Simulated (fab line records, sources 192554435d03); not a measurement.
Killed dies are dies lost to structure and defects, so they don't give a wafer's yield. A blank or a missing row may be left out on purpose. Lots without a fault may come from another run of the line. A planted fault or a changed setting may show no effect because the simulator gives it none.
fab line records | flow n5_finfet
record lots=4 wafers=12 last_day=16
route steps=1938 shown BEOL_M4@1099 BEOL_M5@1112 BEOL_M12@1651 PASSIVATION@1936
lots that met no fault: from a run of the same line without faults
start_h: hours from the record's first day to the start of the lot's first wafer shown | wait_h: hours since the lot's step before | " the same as in the row above | L1.1+2: a row that stands for several wafers | - no value, or no start given | * or withheld: withheld | < > ~ a bound
route shown NAME@n: a module of which the file shows steps, and the number in the route of the first | usual: mean/standard deviation of fault-free wafers | same: alike in all rows | chamber/n: place in a boat | sites: the reading at each site | _std_site: their standard deviation | _edge_site: outer sites' mean less inner sites' | radius_mm: how far each site lies from the wafer's centre | mask NAME#n: copy n | behind: the tool/chamber that last shaped the wafer | hold: why the lot was held/for how many hours/how that ended | device: the transistor (n, p or np) that didn't switch | end of line: the same wafers' tests at the end of the route | a step without rows: its recipe alone | killed: dies lost to structure and defects at the first sort, not the wafer's yield | map: a wafer's dies, x killed, . not, _ none there
set.NAME: the setting as run; set.NAME@STEP: as run at that earlier step | model.NAME: the simulator's own value behind a step, which no gauge read
lots at some steps of the route; a table a step, a row a wafer
services: from which hour (start_h, from the record's first day; less than 0 if before it) a tool's chamber was out of use, for how many hours, and why
## steps
# step N5_BEOL_M4_ANNEAL_95
# recipe temp_c=400 time_s=240 ambient=vacuum
# step N5_BEOL_M4_SPUTTER_96
# recipe material=Cu target_thk_a=45 temp_c=-20 chamber_pressure_pa=0.07 power_w=withheld time_s=8.29
# step N5_BEOL_M4_ECD_50
# recipe material=Cu target_thk_a=3000
# step N5_BEOL_M4_ANNEAL_51
# recipe temp_c=225 time_s=90 ambient=N2
# step N5_BEOL_M4_CMP_52
# recipe stop_on=SiOC t_overpolish_s=6.8 down_force_psi=1 platen_rpm=50 clearing_platen_down_force_psi=1.5 clearing_platen_rpm=50 post_cmp_clean=cu_alkaline target_thk_nm=40 clearing_platen_pad_velocity_m_s=0.99484 pad_velocity_m_s=0.99484
# step N5_BEOL_M4_PRE_CLEAN_60
# recipe gas=NH3/H2 time_s=15 temp_c=* rf_power_w=300
# step N5_BEOL_M4_CO_CAP_55
# recipe material=Co target_thk_a=20 temp_c=200 precursor=CCTBA/H2 pressure_torr=30 time_s=102.1
# step N5_BEOL_M4_PRE_CLEAN_56
# recipe gas=NH3 time_s=15 temp_c=withheld rf_power_w=300
# step N5_BEOL_M4_DEP_57
# recipe material=SiCN target_thk_a=80 temp_c=withheld precursor=3MS/NH3 pressure_torr=3 rf_w=202 time_s=14
# step N5_BEOL_M4_RC_MEAS_101
# usual DIBL_N=35.9/2.5 DIBL_P=36.0/3 IOFF_N=0.16/0.047 IOFF_P=0.21/0.047 ION_N=671/14 ION_P=460/8.8 SS_N=71.5/0.73 SS_P=73.2/0.91 VT_N=250/4.3 VT_P=-251/3.6
# columns lot.wafer tool chamber start_h wait_h DIBL_N[mV/V] DIBL_P[mV/V] IOFF_N[nA/um] IOFF_P[nA/um] ION_N[uA/um] ION_P[uA/um] SS_N[mV/dec] SS_P[mV/dec] VT_N[mV] VT_P[mV]
L427.2 prober-01 0 183.47 0.5 33.7 34.0 0.13 0.18 676 462 70.7 71.9 252 -252
L427.4 " 0 " " 37.9 37.7 0.20 0.23 678 463 71.5 73.2 246 -249
L427.5 " 0 " " 35.3 35.1 0.14 0.18 662 450 70.8 72.2 251 -254
L429.1 prober-01 0 187.02 0.0 39.4 37.4 0.23 0.25 685 459 71.8 74.5 242 -250
L429.2 " 0 " " 38.2 36.2 0.18 0.20 680 455 71.3 74.0 247 -253
L429.6 " 0 " " 37.5 36.1 0.18 0.21 681 463 70.9 73.8 246 -250
L439.1 prober-01 0 257.92 0.0 34.8 34.3 0.13 0.20 668 463 71.3 72.6 249 -248
L439.3 " 0 " " 31.1 30.5 0.09 0.15 660 465 70.5 71.7 255 -254
L439.4 " 0 " " 36.8 36.6 0.16 0.23 678 473 72.0 72.9 249 -249
L441.2 prober-02 0 269.22 0.2 38.0 38.8 0.18 0.25 682 469 71.7 74.4 246 -247
L441.4 " 0 " " 37.5 38.7 0.19 0.25 682 469 71.1 73.8 244 -248
L441.6 " 0 " " 34.9 35.3 0.14 0.20 682 469 69.9 72.6 249 -249
# step N5_BEOL_M5_ILD_DEP_00
# recipe material=SiCOH_lowk target_thk_a=1406.4 temp_c=300 precursor=DEMS/porogen pressure_torr=5 rf_w=500 time_s=25.9
# step N5_BEOL_M5_CURE_79
# recipe temp_c=385 time_s=240 ambient=He/Ar material=SiCOH_lowk
# step N5_BEOL_M5_PECVD_70
# recipe material=SiO2 target_thk_a=160 temp_c=400 precursor=TEOS/O2 pressure_torr=5.5 rf_w=450 teos_flow_sccm=53.8 gas=O2 flow_sccm=3000 time_s=18
# step N5_BEOL_M5_HM_DEP_02
# recipe material=TiN target_thk_a=200 temp_c=25 chamber_pressure_pa=0.49996
# step N5_BEOL_M5_COAT_59
# recipe resist=SOC temp_c=250 time_s=60 spin_rpm=1500 resist_thk_nm=60
# step N5_BEOL_M5_COAT_60
# recipe resist=SiARC temp_c=220 time_s=60 spin_rpm=1500 resist_thk_nm=12
# step N5_BEOL_M5_COAT_71
# recipe resist=underlayer temp_c=205 time_s=60 spin_rpm=1500 resist_thk_nm=5
# step N5_BEOL_M5_COAT_05
# recipe resist=CAR-EUV spin_rpm=1500 resist_thk_nm=30
# step N5_BEOL_M5_EBR_07
# recipe solvent=PGMEA ebr_width_mm=1.5
# step N5_BEOL_M5_SOFTBAKE_06
# recipe temp_c=110 time_s=60 resist=CAR-EUV
# step N5_BEOL_M5_EXPOSE_08
# recipe mask_id=M5 na=0.33 source_shape=annular sigma_inner=0.4 sigma_outer=0.8 polarization=unpolarized target_cd_nm=28 dose_mj=35.75
# step N5_BEOL_M5_PEB_09
# recipe peb_temp_c=100 peb_time_s=60 resist=CAR-EUV
# step N5_BEOL_M5_DEVELOP_10
# recipe develop_time_s=30 developer=TMAH resist=CAR-EUV rinse_liquid=surfactant_rinse dry=air_spin dev_temp_c=23
# step N5_BEOL_M5_DESCUM_16
# recipe chemistry=O2 time_s=7 source_power_w=50 bias_power_w=20 pressure_mtorr=20 rf_frequency_hz=2.712e+07 temp_c=40 resist=CAR-EUV o2_flow_sccm=225
# step N5_BEOL_M5_ETCH_72
# recipe chemistry=N2/H2 target=underlayer target_depth_a=65 mask_material=CAR-EUV time_s=5.2 ion_energy_ev=200 pressure_mtorr=30 source_w=840 bias_w=150 n2_flow_sccm=200 h2_flow_sccm=200 ends=cleared
# step N5_BEOL_M5_ETCH_61
# recipe chemistry=CF4 target=SiARC target_depth_a=156 mask_material=CAR-EUV time_s=26 ion_energy_ev=80 pressure_mtorr=40 source_w=545 bias_w=36 Ar_flow_sccm=100 cf4_flow_sccm=100 ends=cleared
# step N5_BEOL_M5_ETCH_62
# recipe chemistry=N2/H2 target=SOC target_depth_a=750 overetch_a=150 mask_material=SiARC temp_c=40 time_s=112.5 ion_energy_ev=200 pressure_mtorr=30 source_w=840 bias_w=150 n2_flow_sccm=200 h2_flow_sccm=200
# step N5_BEOL_M5_STRIP_63
# recipe chemistry=N2/H2 temp_c=40 n2_flow_sccm=200 h2_flow_sccm=200 rf_frequency_hz=6e+07
# step N5_BEOL_M5_STRIP_73
# recipe chemistry=N2/H2 temp_c=40 n2_flow_sccm=200 h2_flow_sccm=200 rf_frequency_hz=6e+07
# step N5_BEOL_M5_STRIP_64
# recipe chemistry=CF4 resist=SiARC power_w=300 bias_power_w=75 pressure_mtorr=50 cf4_flow_sccm=150 rf_frequency_hz=6e+07
# step N5_BEOL_M5_HM_OPEN_17
# recipe chemistry=Cl2/BCl3 target_depth_a=200 overetch_a=60 target=TiN mask_material=SOC ion_energy_ev=150 pressure_mtorr=10 icp_w=1000 bias_w=126 Cl2_flow_sccm=53.25 bcl3_flow_sccm=21.75 Ar_flow_sccm=25
# step N5_BEOL_M5_STRIP_19
# recipe chemistry=O2 power_w=400 temp_c=40 pressure_mtorr=30 rf_frequency_hz=6e+07 bias_power_w=0 overash_fraction=0.2 o2_flow_sccm=225
# step N5_BEOL_M5_COAT_65
# recipe resist=SOC temp_c=250 time_s=60 spin_rpm=1500 resist_thk_nm=60
# step N5_BEOL_M5_COAT_66
# recipe resist=SiARC temp_c=220 time_s=60 spin_rpm=1500 resist_thk_nm=12
# step N5_BEOL_M12_ECD_47
# recipe material=Cu target_thk_a=7200
# columns lot.wafer tool chamber start_h wait_h
L427.2+4+5 ecd_cu-02 1,0,0 247.13 0.1
L429.1+2+6 ecd_cu-01 1,0,0 255.16 0.1
L439.1+3+4 ecd_cu-01 0,1,0 324.29 0.1
L441.2+4+6 ecd_cu-01 0 341.54 0.1
# step N5_BEOL_M12_THK_MEAS_50
# recipe thk_meas_gauge=xrf reads=Cu_of_BEOL_M12_ECD_47
# usual M12_THK=323/5.5
# columns lot.wafer tool chamber start_h wait_h M12_THK[nm]
L427.2 film_metro-01 - 247.93 - -
L427.4 " - " " -
L427.5 " - " " -
L429.1 film_metro-01 - 256.16 - -
L429.2 " - " " -
L429.6 " - " " -
L439.1 film_metro-01 - 325.03 - 325
L439.3 " - " " 328
L439.4 " - " " 329
L441.2 film_metro-01 - 342.44 - 323
L441.4 " - " " 327
L441.6 " - " " 324
# step N5_BEOL_M12_RS_MEAS_54
# recipe thk_meas_gauge=four-point-probe reads=Cu_of_BEOL_M12_ECD_47+Ta_of_BEOL_M12_SPUTTER_44+TaN_of_BEOL_M12_SPUTTER_43
# usual M12_RS=0.0606/0.0011
# columns lot.wafer tool chamber start_h wait_h M12_RS[ohm/sq]
L427.2 film_metro-02 - 248.06 0.0 57.689
L427.4 " - " " 58.410
L427.5 " - " " 57.283
L429.1 film_metro-01 - 256.28 0.0 57.153
L429.2 " - " " 57.782
L429.6 " - " " 56.115
L439.1 film_metro-02 - 325.15 0.0 0.0605
L439.3 " - " " 0.0595
L439.4 " - " " 0.0596
L441.2 film_metro-01 - 342.59 0.1 0.0611
L441.4 " - " " 0.0599
L441.6 " - " " 0.0607
# step N5_PASSIVATION_PROBE_49
# usual defect_limited_yield=91.4/1.4 killed_at_M0_to_M3=34/8.9 killed_at_M4_up=13/4.6 killed_at_contacts=12/5.5 killed_at_front_end=41/11 killed_at_other=3.1/2.9 killed_dies=102/16 killed_on_rim=13/4.2 killed_open=66/11 killed_short=34/7.6 sort_bin_5_function=5.1/0.89 sort_bin_6_memory=3.2/0.61 sort_n_pass=1078/16 sort_yield_pct=91.3/1.4
# same gross_dies=1180 killed_at_back_side=0 sort_bin_4_leakage[%]=0 sort_bin_8_speed[%]=0
# columns lot.wafer tool chamber start_h wait_h defect_limited_yield[%] killed_at_M0_to_M3 killed_at_M4_up killed_at_contacts killed_at_front_end killed_at_other killed_dies killed_on_rim killed_open killed_short sort_bin_5_function[%] sort_bin_6_memory[%] sort_n_pass sort_yield_pct[%]
L427.2 prober-02 - 281.31 0.1 0 24 1089 8 59 0 1180 152 65 39 96.4 3.3 0 0
L427.4 prober-02 - 281.41 0.2 0 25 1094 10 51 0 1180 152 73 32 96.1 3.5 0 0
L427.5 prober-02 - 281.46 0.2 0 28 1098 12 41 1 1180 152 69 29 96.8 2.8 0 0
L429.1 prober-02 - 290.34 0.0 0 39 1106 9 26 0 1180 152 51 35 96.8 3.0 0 0
L429.2 prober-02 - 290.39 0.1 0 21 1121 13 25 0 1180 152 46 25 97.6 2.2 0 0
L429.6 prober-02 - 290.59 0.3 0 26 1113 11 29 1 1180 152 53 18 97.6 2.4 0 0
L439.1 prober-02 - 358.08 0.0 90.8 31 16 5 50 6 108 12 73 35 5.8 3.2 1072 90.8
L441.2 prober-01 - 374.14 0.1 90.7 31 13 9 56 1 110 9 64 38 5.9 2.5 1070 90.7
L441.4 prober-01 - 374.24 0.2 91.3 31 10 8 50 4 103 15 71 29 5.4 2.9 1077 91.3
L441.6 prober-01 - 374.34 0.3 89.1 48 16 22 43 0 129 13 82 46 7.6 3.2 1051 89.1
# killed by level:class
L427.2 BEOL_M12:area_ecd=1075 FIN_SAQP:geometric_particle:open=22 FIN_SAQP:geometric_particle:short=10 STI_FIN_REVEAL:geometric_particle:open=8 MOL_CONTACT_COAG:geometric_particle:open=8 BEOL_M0_SAQP:geometric_particle:short=7 GATE_CUT:geometric_particle:short=6 BEOL_M2:geometric_particle:open=4
L427.4 BEOL_M12:area_ecd=1075 FIN_SAQP:geometric_particle:open=15 FIN_SAQP:geometric_particle:short=14 DUMMY_GATE:geometric_particle:open=8 MOL_CONTACT_COAG:geometric_particle:open=7 BEOL_M1:geometric_particle:open=7 BEOL_M2:geometric_particle:open=6 BEOL_M4:geometric_particle:open=6
L427.5 BEOL_M12:area_ecd=1082 DUMMY_GATE:geometric_particle:open=10 MOL_CONTACT_COAG:geometric_particle:open=10 FIN_SAQP:geometric_particle:open=8 BEOL_M3:geometric_particle:open=7 BEOL_M3:geometric_particle:short=7 FIN_SAQP:geometric_particle:short=6 BEOL_M1:geometric_particle:open=5
L429.1 BEOL_M12:area_ecd=1094 BEOL_M0_SAQP:geometric_particle:open=8 BEOL_M0_SAQP:geometric_particle:short=7 BEOL_M1:geometric_particle:open=7 GATE_CUT:geometric_particle:short=6 BEOL_M2:geometric_particle:open=6 BEOL_M3:geometric_particle:open=6 MOL_CONTACT_COAG:geometric_particle:open=5
L429.2 BEOL_M12:area_ecd=1109 MOL_CONTACT_COAG:geometric_particle:open=11 BEOL_M2:geometric_particle:open=7 FIN_SAQP:geometric_particle:short=4 BEOL_M0_SAQP:geometric_particle:short=4 BEOL_M1:geometric_particle:open=4 BEOL_M7:geometric_particle:open=4 STARTING-WAFER:geometric_particle:open=4
L429.6 BEOL_M12:area_ecd=1109 BEOL_M2:geometric_particle:open=11 MOL_CONTACT_COAG:geometric_particle:open=9 STI_FIN_REVEAL:geometric_particle:open=8 BEOL_M1:geometric_particle:open=6 FIN_SAQP:geometric_particle:short=5 DUMMY_GATE:geometric_particle:open=5 BEOL_M0_SAQP:geometric_particle:open=4
L439.1 BEOL_M0_SAQP:geometric_particle:short=11 STI_FIN_REVEAL:geometric_particle:open=11 DUMMY_GATE:geometric_particle:open=11 BEOL_M0_SAQP:geometric_particle:open=11 FIN_SAQP:geometric_particle:short=7 STARTING-WAFER:geometric_particle:open=6 STI_FIN_REVEAL:geometric_particle:short=5 BEOL_M7:geometric_particle:open=5
L441.2 FIN_SAQP:geometric_particle:open=20 FIN_SAQP:geometric_particle:short=9 BEOL_M3:geometric_particle:open=7 HKMG_FIN:area_etch=7 MOL_CONTACT_COAG:geometric_particle:open=6 BEOL_M0_SAQP:geometric_particle:open=6 GATE_CUT:geometric_particle:short=5 BEOL_M2:geometric_particle:short=5
L441.4 BEOL_M0_SAQP:geometric_particle:open=15 FIN_SAQP:geometric_particle:open=12 FIN_SAQP:geometric_particle:short=7 STI_FIN_REVEAL:geometric_particle:open=7 MOL_CONTACT_COAG:geometric_particle:open=7 BEOL_M0_SAQP:geometric_particle:short=7 DUMMY_GATE:geometric_particle:open=6 BEOL_M4:geometric_particle:open=5
L441.6 MOL_CONTACT_COAG:geometric_particle:open=17 BEOL_M0_SAQP:geometric_particle:open=16 FIN_SAQP:geometric_particle:short=11 FIN_SAQP:geometric_particle:open=11 BEOL_M1:geometric_particle:open=10 BEOL_M0_SAQP:geometric_particle:short=7 MOL_CONTACT_COAG:geometric_particle:short=5 BEOL_M3:geometric_particle:open=5
# map L427.2 (x killed, . not)
_________________xxxxxxxxxxxx________________
______________xxxxxxxxxxxxxxxxxx_____________
___________xxxxxxxxxxxxxxxxxxxxxxxx__________
__________xxxxxxxxxxxxxxxxxxxxxxxxxx_________
________xxxxxxxxxxxxxxxxxxxxxxxxxxxxxx_______
_______xxxxxxxxxxxxxxxxxxxxxxxxxxxxxxxx______
______xxxxxxxxxxxxxxxxxxxxxxxxxxxxxxxxxx_____
_____xxxxxxxxxxxxxxxxxxxxxxxxxxxxxxxxxxxx____
____xxxxxxxxxxxxxxxxxxxxxxxxxxxxxxxxxxxxxx___
___xxxxxxxxxxxxxxxxxxxxxxxxxxxxxxxxxxxxxxxx__
___xxxxxxxxxxxxxxxxxxxxxxxxxxxxxxxxxxxxxxxx__
__xxxxxxxxxxxxxxxxxxxxxxxxxxxxxxxxxxxxxxxxxx_
__xxxxxxxxxxxxxxxxxxxxxxxxxxxxxxxxxxxxxxxxxx_
_xxxxxxxxxxxxxxxxxxxxxxxxxxxxxxxxxxxxxxxxxxxx
_xxxxxxxxxxxxxxxxxxxxxxxxxxxxxxxxxxxxxxxxxxxx
_xxxxxxxxxxxxxxxxxxxxxxxxxxxxxxxxxxxxxxxxxxxx
_xxxxxxxxxxxxxxxxxxxxxxxxxxxxxxxxxxxxxxxxxxxx
_xxxxxxxxxxxxxxxxxxxxxxxxxxxxxxxxxxxxxxxxxxxx
_xxxxxxxxxxxxxxxxxxxxxxxxxxxxxxxxxxxxxxxxxxxx
_xxxxxxxxxxxxxxxxxxxxxxxxxxxxxxxxxxxxxxxxxxxx
_xxxxxxxxxxxxxxxxxxxxxxxxxxxxxxxxxxxxxxxxxxxx
__xxxxxxxxxxxxxxxxxxxxxxxxxxxxxxxxxxxxxxxxxx_
__xxxxxxxxxxxxxxxxxxxxxxxxxxxxxxxxxxxxxxxxxx_
___xxxxxxxxxxxxxxxxxxxxxxxxxxxxxxxxxxxxxxxx__
___xxxxxxxxxxxxxxxxxxxxxxxxxxxxxxxxxxxxxxxx__
____xxxxxxxxxxxxxxxxxxxxxxxxxxxxxxxxxxxxxx___
_____xxxxxxxxxxxxxxxxxxxxxxxxxxxxxxxxxxxx____
______xxxxxxxxxxxxxxxxxxxxxxxxxxxxxxxxxx_____
_______xxxxxxxxxxxxxxxxxxxxxxxxxxxxxxxx______
________xxxxxxxxxxxxxxxxxxxxxxxxxxxxxx_______
__________xxxxxxxxxxxxxxxxxxxxxxxxxx_________
___________xxxxxxxxxxxxxxxxxxxxxxxx__________
______________xxxxxxxxxxxxxxxxxx_____________
_________________xxxxxxxxxxxx________________
# map L429.1 (x killed, . not)
_________________xxxxxxxxxxxx________________
______________xxxxxxxxxxxxxxxxxx_____________
___________xxxxxxxxxxxxxxxxxxxxxxxx__________
__________xxxxxxxxxxxxxxxxxxxxxxxxxx_________
________xxxxxxxxxxxxxxxxxxxxxxxxxxxxxx_______
_______xxxxxxxxxxxxxxxxxxxxxxxxxxxxxxxx______
______xxxxxxxxxxxxxxxxxxxxxxxxxxxxxxxxxx_____
_____xxxxxxxxxxxxxxxxxxxxxxxxxxxxxxxxxxxx____
____xxxxxxxxxxxxxxxxxxxxxxxxxxxxxxxxxxxxxx___
___xxxxxxxxxxxxxxxxxxxxxxxxxxxxxxxxxxxxxxxx__
___xxxxxxxxxxxxxxxxxxxxxxxxxxxxxxxxxxxxxxxx__
__xxxxxxxxxxxxxxxxxxxxxxxxxxxxxxxxxxxxxxxxxx_
__xxxxxxxxxxxxxxxxxxxxxxxxxxxxxxxxxxxxxxxxxx_
_xxxxxxxxxxxxxxxxxxxxxxxxxxxxxxxxxxxxxxxxxxxx
_xxxxxxxxxxxxxxxxxxxxxxxxxxxxxxxxxxxxxxxxxxxx
_xxxxxxxxxxxxxxxxxxxxxxxxxxxxxxxxxxxxxxxxxxxx
_xxxxxxxxxxxxxxxxxxxxxxxxxxxxxxxxxxxxxxxxxxxx
_xxxxxxxxxxxxxxxxxxxxxxxxxxxxxxxxxxxxxxxxxxxx
_xxxxxxxxxxxxxxxxxxxxxxxxxxxxxxxxxxxxxxxxxxxx
_xxxxxxxxxxxxxxxxxxxxxxxxxxxxxxxxxxxxxxxxxxxx
_xxxxxxxxxxxxxxxxxxxxxxxxxxxxxxxxxxxxxxxxxxxx
__xxxxxxxxxxxxxxxxxxxxxxxxxxxxxxxxxxxxxxxxxx_
__xxxxxxxxxxxxxxxxxxxxxxxxxxxxxxxxxxxxxxxxxx_
___xxxxxxxxxxxxxxxxxxxxxxxxxxxxxxxxxxxxxxxx__
___xxxxxxxxxxxxxxxxxxxxxxxxxxxxxxxxxxxxxxxx__
____xxxxxxxxxxxxxxxxxxxxxxxxxxxxxxxxxxxxxx___
_____xxxxxxxxxxxxxxxxxxxxxxxxxxxxxxxxxxxx____
______xxxxxxxxxxxxxxxxxxxxxxxxxxxxxxxxxx_____
_______xxxxxxxxxxxxxxxxxxxxxxxxxxxxxxxx______
________xxxxxxxxxxxxxxxxxxxxxxxxxxxxxx_______
__________xxxxxxxxxxxxxxxxxxxxxxxxxx_________
___________xxxxxxxxxxxxxxxxxxxxxxxx__________
______________xxxxxxxxxxxxxxxxxx_____________
_________________xxxxxxxxxxxx________________
## services
# columns tool chamber start_h hours kind
ecd_cu-02 - 234.98 2.4 repair
ecd_cu-01 - 327.49 2.3 repair
## key
first_sign step=N5_BEOL_M12_THK_MEAS_50 reading=M12_THK direction=missing
effect step=N5_BEOL_M12_RS_MEAS_54 reading=M12_RS direction=up sigmas=99+ usual=0.0606 struck=57.406
effect step=N5_PASSIVATION_PROBE_49 reading=killed_at_M4_up direction=up sigmas=99+ usual=13 struck=1104
more_kills_born_at N5_BEOL_M12_ECD_47@ecd_cu-01=3312 N5_BEOL_M12_ECD_47@ecd_cu-02=3232
met_at N5_BEOL_M12_ECD_47
struck_wafers L427.2,L427.4,L427.5,L429.1,L429.2,L429.6
later_rows_left_out L427.2,L427.4,L427.5,L429.1,L429.2,L429.6
fault kind=skipped_step_whole tool=ecd_cu-01,ecd_cu-02 chamber=- onset_h=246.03 steps=N5_BEOL_M12_ECD_47 scope=struck_lots_only
# later_rows_left_out: the simulator's readings of these wafers behind a module that went badly wrong aren't trusted and aren't shown, but for the sort
